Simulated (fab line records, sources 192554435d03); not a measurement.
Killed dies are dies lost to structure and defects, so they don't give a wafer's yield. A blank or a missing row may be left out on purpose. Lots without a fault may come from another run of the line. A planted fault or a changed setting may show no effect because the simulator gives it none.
Which tool did it? | flow n5_finfet | 24 lots, 72 wafers sampled, at 1 step of a route of 1938

WHAT THE GAUGES READ, wafer by wafer
N5_BEOL_M4_CD_MEAS_11: target cd 16.79 nm. Usual: cd_nm 16.70 nm, standard deviation 0.27.
lot  | measured     | on        | cd_nm (nm)        | flag
L074 | day 7 22:18  | cd_sem-02 | 16.89 16.73 17.04 |
L076 | day 8 07:17  | cd_sem-03 | 16.53 16.51 16.75 |
L075 | day 8 08:43  | cd_sem-03 | 16.56 16.46 17.20 |
L077 | day 8 08:54  | cd_sem-03 | 16.90 16.56 16.32 |
L078 | day 8 13:22  | cd_sem-02 | 17.35 17.10 16.51 |
L080 | day 9 07:15  | cd_sem-03 | 16.65 16.98 16.80 |
L081 | day 9 11:21  | cd_sem-03 | 16.31 16.78 16.98 |
L079 | day 9 16:06  | cd_sem-01 | 16.44 16.86 16.57 |
L083 | day 10 02:00 | cd_sem-02 | 16.89 17.19 16.71 |
L082 | day 10 07:39 | cd_sem-03 | 16.38 16.44 16.66 |
L084 | day 10 17:49 | cd_sem-02 | 16.70 16.53 16.71 |
L086 | day 10 19:35 | cd_sem-03 | 16.59 16.77 16.18 |
L085 | day 11 01:56 | cd_sem-03 | 16.69 16.88 17.00 |
L087 | day 11 10:45 | cd_sem-02 | 16.39 16.42 16.46 |
L088 | day 11 12:17 | cd_sem-03 | 16.35 16.89 16.65 |
L089 | day 11 17:22 | cd_sem-01 | 16.46 16.72 16.37 |
L090 | day 11 17:25 | cd_sem-02 | 16.65 16.49 16.60 |
L091 | day 12 09:18 | cd_sem-01 | 17.30 17.03 17.16 |
L092 | day 12 13:07 | cd_sem-03 | 16.29 16.57 16.54 |
L093 | day 12 22:21 | cd_sem-01 | 16.58 16.95 16.48 |
L094 | day 13 08:01 | cd_sem-03 | 16.48 16.97 16.87 |
L095 | day 13 11:26 | cd_sem-01 | 16.60 16.94 17.25 |
L096 | day 13 15:38 | cd_sem-03 | 16.88 17.22 17.11 |
L097 | day 13 18:12 | cd_sem-03 | 16.57 16.49 16.38 |

WHICH TOOL RAN EACH LOT (tool, then ch and the chambers of the sampled wafers, then the start)
The record holds no process step before these readings.

WHAT THE TOOLS THEMSELVES READ (means of the sampled wafers that have a number; where no wafer has one, the mark that the record gives instead)
The record holds no such reading with a usual standard deviation.

THE ANSWER, worked out from the rows above alone
Rule: a lot is off if the mean of its wafers that have a number lies more than 3 standard deviations from the usual mean. A lot without any number at a reading at which 4 lots or more have one is off too. The other lots that the step has rows for count as sound. The gauges are gone through in route order, then the tools' own readings, and for those a lot's mean is taken as printed above. The first step at which some lot is off is used, and at that step the reading that is off furthest; a lot without a number counts as furthest.
No lot is off at any reading shown: from this, nothing can be told.

WHAT THE SIMULATOR HAD PUT IN
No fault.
